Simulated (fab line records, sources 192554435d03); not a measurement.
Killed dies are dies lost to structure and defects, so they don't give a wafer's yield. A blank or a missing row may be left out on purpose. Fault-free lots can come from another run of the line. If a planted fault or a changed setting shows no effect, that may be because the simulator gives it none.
Matching of chambers	flow n5 finfet	4 sister chambers for N5_BEOL_M9_ETCH_62 on rie diel-02
The step etches SOC in N2/H2, target depth 110 nm, overetch 22 nm, time 165 s. 4 wafers are shown with their chamber, then 7 later ones without.

EACH WAFER AND ITS CHAMBER
wafer	chamber	showerhead plenum p Torr (Torr)
L086.1	3	2.56
L086.2	0	2.46
L089.1	1	2.49
L089.3	2	2.61

WAFERS WITH NO CHAMBER GIVEN
wafer	showerhead plenum p Torr (Torr)
L089.6	2.49
L093.3	2.61
L093.4	2.55
L093.5	2.61
L096.1	2.55
L096.4	2.45
L096.5	2.61

WHICH CHAMBER EACH ONE RAN IN
wafer	from the rows above	in truth
L089.6	1	1
L093.3	2	2
L093.4	3	3
L093.5	2	2
L096.1	3	3
L096.4	0	0
L096.5	2	2
Placed correctly: 7 of 7. Left unplaced by these rows: 0. Placed wrongly: 0.
How it was worked out, from the rows above alone: a wafer's distance from a chamber is the root of the sum, over the readings, of the square of ((its reading less the chamber's mean) divided by the reading's scatter). The wafer belongs to the nearest chamber; if the next one is less than 2 further off, it can't be placed. For every chamber, the mean is computed from those of its wafers that are shown. The scatter (one wafer shown for each chamber): square how far every hidden wafer sits from the nearest shown wafer, average those squares and take the square root.
